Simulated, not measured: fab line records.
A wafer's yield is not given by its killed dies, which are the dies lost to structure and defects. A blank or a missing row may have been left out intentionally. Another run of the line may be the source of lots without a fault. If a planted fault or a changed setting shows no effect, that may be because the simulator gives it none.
One fault through the eyes of 3 desks || flow n5-finfet || every desk sees just its own numbers, and what lay behind them comes last

DESK OF THE TOOL OWNER: euv-scanner-02
The tool's own readings at N5_BEOL_M3_EXPOSE_08 (exposes mask M3): means of the sampled wafers that have a number, for each lot that ran on this tool. The brackets show how far a lot's mean lies from the usual mean; more than 4 standard deviations puts the lot out of limits, marked OUT.
Columns: A = exposure-dose-mJ-cm2 at N5_BEOL_M3_EXPOSE_08, usual 33.5
{"lot": "L823", "first seen here": "day 12 12:28", "A": 33.8}
This desk's finding: nothing out of limits on the one lot.

THE DEFECT DESK
Counts from the inspections along the route, per lot, as means over the sampled wafers that have a number. The brackets show how far a lot's mean lies from the usual mean; more than 4 standard deviations puts the lot out of limits, marked OUT.
Columns: A = raw-defect-count at N5_BEOL_M2_INSPECT_59, usual 76
{"lot": "L805", "first seen here": "day 7 15:21", "A": 59}
{"lot": "L813", "first seen here": "day 9 16:37", "A": 105}
{"lot": "L812", "first seen here": "day 9 16:41", "A": 74}
{"lot": "L814", "first seen here": "day 9 23:01", "A": 108}
{"lot": "L821", "first seen here": "day 11 19:31", "A": 73}
{"lot": "L823", "first seen here": "day 12 12:00", "A": 74}
{"lot": "L825", "first seen here": "day 12 17:40", "A": 78}
This desk's finding: nothing out of limits on any of the 7 lots.

FROM THE METROLOGY DESK
What the gauges read for every lot (on any tool): the sampled wafers with a number, averaged. The brackets show how far a lot's mean lies from the usual mean; more than 4 standard deviations puts the lot out of limits, marked OUT.
Columns: A = M2_RS at N5_BEOL_M2_RS_MEAS_58, usual 0.65 ohm/sq; B = M3_ILD_THK at N5_BEOL_M3_THK_MEAS_01, usual 79.3 nm
{"lot": "L805", "first seen here": "day 7 15:19", "A": 0.65, "B": 80.3}
{"lot": "L813", "first seen here": "day 9 16:35", "A": 0.68, "B": 79.6}
{"lot": "L812", "first seen here": "day 9 16:40", "A": 0.61, "B": 79.1}
{"lot": "L814", "first seen here": "day 9 23:00", "A": 0.61, "B": 79.7}
{"lot": "L821", "first seen here": "day 11 19:30", "A": 0.65, "B": 78.8}
{"lot": "L823", "first seen here": "day 12 11:59", "A": 0.66, "B": 79.1}
{"lot": "L825", "first seen here": "day 12 17:38", "A": 0.66, "B": 79.4}
This desk's finding: nothing out of limits on any of the 7 lots.

PUT TOGETHER
Nothing out of limits was seen by the tool owner's desk.
Nothing the defect desk looked at was out of limits.
Nothing out of limits was seen by the metrology desk.

WHAT THE SIMULATOR HAD PUT IN
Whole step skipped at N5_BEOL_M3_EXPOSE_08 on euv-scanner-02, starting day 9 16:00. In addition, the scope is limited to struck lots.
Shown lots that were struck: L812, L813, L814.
